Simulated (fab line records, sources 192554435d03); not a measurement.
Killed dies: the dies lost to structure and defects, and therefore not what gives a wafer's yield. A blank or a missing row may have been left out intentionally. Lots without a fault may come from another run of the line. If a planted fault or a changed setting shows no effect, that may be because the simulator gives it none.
Which of the tools did it? | flow n5-finfet | route of 1938 steps, sampled at 1 step: 11 lots, 32 wafers

WHAT EACH GAUGE READ, for each wafer
N5_BEOL_M8_OVL_MEAS_29.
lot  | measured     | on         | V7_OVL (nm)
L516 | day 11 07:32 | overlay-01 | -0.4 0.0 -1.2
L517 | day 12 02:31 | overlay-01 | 1.2 1.0 0.5
L515 | day 12 08:58 | overlay-02 | 0.4 0.6
L527 | day 14 17:19 | overlay-01 | 1.1 1.2 1.4
L531 | day 15 06:40 | overlay-01 | 0.4 0.2 0.3
L534 | day 15 16:56 | overlay-01 | 0.0 0.0 0.0
L530 | day 15 16:58 | overlay-02 | 1.5 -0.1 0.2
L533 | day 16 05:01 | overlay-02 | 0.7 0.8 0.6
L536 | day 17 03:06 | overlay-02 | 0.2 1.2 0.9
L535 | day 17 03:16 | overlay-02 | 0.5 0.9 2.1
L537 | day 18 06:20 | overlay-02 | 0.6 1.2 1.4

WHICH TOOL RAN EACH LOT (tool, then ch and the chambers of the sampled wafers, then the start)
The record holds no process step before these readings.

AS READ BY THE TOOLS THEMSELVES (means over the sampled wafers that have a number; for cases with no such wafer, the mark the record gives instead)
The record holds no such reading with a usual standard deviation.

THE ANSWER, worked out from the rows above alone
Rule: usual is defined by the lots themselves. Put in order of their means at a reading, lots are off if they are a third of the lots or fewer, leave a main group of 4 or more, and stand apart from it by a gap of 3 or more times the standard deviation of the main group's means; of several such gaps the widest counts. Not used: any main group whose means are identical at the precision the tables above print for the reading. A lot without any number at a reading at which 4 lots or more have one is off too. Where the step has rows for the other lots, those lots are counted as sound. First the gauges in route order, then the tools' own readings, where a lot's mean is used as printed above. At the first step where some lot is off, the reading lying furthest off is the one used; lots without a number count as furthest.
No lot is off on any of the readings shown, so nothing can be concluded from this.

WHAT WAS PUT IN BY THE SIMULATOR
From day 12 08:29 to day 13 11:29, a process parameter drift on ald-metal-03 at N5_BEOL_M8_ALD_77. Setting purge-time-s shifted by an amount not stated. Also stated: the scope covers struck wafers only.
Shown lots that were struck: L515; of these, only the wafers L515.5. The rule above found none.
